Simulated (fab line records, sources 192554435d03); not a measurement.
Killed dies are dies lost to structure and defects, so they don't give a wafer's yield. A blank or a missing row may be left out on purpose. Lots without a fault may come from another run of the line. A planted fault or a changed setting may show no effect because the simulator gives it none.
Chamber matching | flow n5_finfet | N5_BEOL_M8_ILD_DEP_00 on pecvd-04: 3 sister chambers
The step deposits SiCOH lowk from DEMS/porogen, target thk 179.75 nm, time 33.4 s. 6 wafers are shown with their chamber, then 8 later ones without.

WAFERS WITH THEIR CHAMBER
wafer  | chamber | throttle_valve_pct (%) | showerhead_plenum_p_Torr (Torr)
L080.2 | 0       | 14.6                   | 5.700
L080.3 | 2       | 12.8                   | 5.741
L080.4 | 0       | 14.6                   | 5.721
L080.5 | 2       | 13.0                   | 5.737
L080.6 | 1       | 13.9                   | 5.745
L085.1 | 1       | 14.1                   | 5.755

WAFERS WITHOUT THEIR CHAMBER
wafer  | throttle_valve_pct (%) | showerhead_plenum_p_Torr (Torr)
L085.2 | 13.1                   | 5.749
L085.4 | 13.9                   | 5.755
L086.2 | 13.0                   | 5.742
L086.3 | 14.9                   | 5.712
L086.6 | 12.9                   | 5.736
L095.2 | 14.3                   | 5.743
L095.4 | 13.8                   | 5.746
L095.5 | 14.9                   | 5.695

WHICH CHAMBER EACH WENT THROUGH
wafer  | from the rows above     | in truth
L085.2 | 2                       | 2
L085.4 | 1                       | 1
L086.2 | 2                       | 2
L086.3 | 0                       | 0
L086.6 | 2                       | 2
L095.2 | can't be placed: 1 or 0 | 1
L095.4 | 1                       | 1
L095.5 | 0                       | 0
Placed correctly: 7 of 8. Can't be placed from these rows: 1 (the true chamber is among the candidates in 1). Placed wrongly: 0.
How it was worked out, from the rows above alone: a wafer's distance from a chamber is the root of the sum, over the readings, of the square of ((its reading less the chamber's mean) divided by the reading's scatter). The wafer belongs to the nearest chamber; if the next one is less than 2 further off, it can't be placed. A chamber's mean is the mean of its shown wafers. The scatter: the root of (the sum of the squares of (reading less its chamber's mean) over the shown wafers, divided by (wafers less chambers)).
